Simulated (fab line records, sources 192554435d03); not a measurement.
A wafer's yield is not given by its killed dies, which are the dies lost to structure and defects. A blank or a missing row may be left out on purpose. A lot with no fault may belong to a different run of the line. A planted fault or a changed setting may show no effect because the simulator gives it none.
Matching of chambers ; flow n5_finfet ; N5_GATE_CUT_STRIP_59 on rie_diel-05 has 4 sister chambers
The step strips in N2/H2, time 20 s. 24 wafers are shown with their chamber, then 12 later ones without.

EACH WAFER AND ITS CHAMBER
wafer;chamber;drypump_motor_current_A (A);showerhead_plenum_p_Torr (Torr);throttle_valve_pct (%)
L075.2;0;6.8;3.55;11.96
L075.5;0;6.8;3.55;11.94
L075.6;1;5.4;3.25;12.05
L076.1;0;6.8;3.55;11.95
L076.2;2;5.1;3.34;12.22
L076.4;1;5.4;3.25;12.02
L078.3;3;5.1;3.21;12.56
L078.4;2;5.1;3.33;12.23
L078.5;2;5.1;3.33;12.22
L084.1;3;5.1;3.21;12.59
L084.5;2;5.0;3.33;12.26
L084.6;3;5.1;3.21;12.59
L086.1;0;6.8;3.54;11.99
L086.3;1;5.4;3.24;12.10
L086.5;2;5.1;3.32;12.29
L087.1;0;6.8;3.54;11.99
L087.5;0;6.8;3.54;11.99
L087.6;1;5.4;3.24;12.11
L088.1;0;6.8;3.54;11.98
L088.2;2;5.1;3.32;12.29
L088.5;0;6.8;3.54;12.00
L090.2;0;6.8;3.53;12.00
L090.3;1;5.4;3.24;12.13
L090.5;0;6.8;3.54;12.01

SIGNATURES (means of the wafers above)
reading;chamber 0;chamber 1;chamber 2;chamber 3;scatter within a chamber
drypump_motor_current_A;6.800;5.400;5.083;5.100;0.0204
showerhead_plenum_p_Torr;3.5420;3.2440;3.3283;3.2100;0.00618
throttle_valve_pct;11.9810;12.0820;12.2517;12.5800;0.031
Rule: for each reading, subtract the chamber's mean from the wafer's reading, divide by that reading's scatter and square the result; add these up over the readings and take the root, which gives the wafer's distance from the chamber. If the next closest chamber is less than 2 further off than the closest, the wafer can't be placed; otherwise it belongs to the closest. How the scatter is found: for the shown wafers, subtract from each reading the mean of its chamber, square and add these, divide the total by (wafers less chambers), then take the root.

WAFERS WITHOUT THEIR CHAMBER
wafer;drypump_motor_current_A (A);showerhead_plenum_p_Torr (Torr);throttle_valve_pct (%)
L093.3;5.1;3.31;12.32
L093.5;5.4;3.23;12.13
L093.6;5.1;3.31;12.32
L094.2;5.1;3.31;12.31
L094.3;6.8;3.53;12.04
L094.5;6.8;3.53;12.04
L097.3;5.1;3.31;12.34
L097.5;6.8;3.53;12.05
L097.6;5.1;3.60;12.01
L091.3;6.8;3.53;12.05
L091.4;5.4;3.23;12.14
L091.5;5.4;3.23;12.14

CHAMBER TAKEN BY EACH
wafer;from the rows above;in truth
L093.3;2;2
L093.5;1;1
L093.6;2;2
L094.2;2;2
L094.3;0;0
L094.5;0;0
L097.3;2;2
L097.5;0;0
L097.6;2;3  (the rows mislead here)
L091.3;0;0
L091.4;1;1
L091.5;1;1
11 of 12 placed correctly. Number that these rows cannot place: 0. Number placed wrongly: 1.
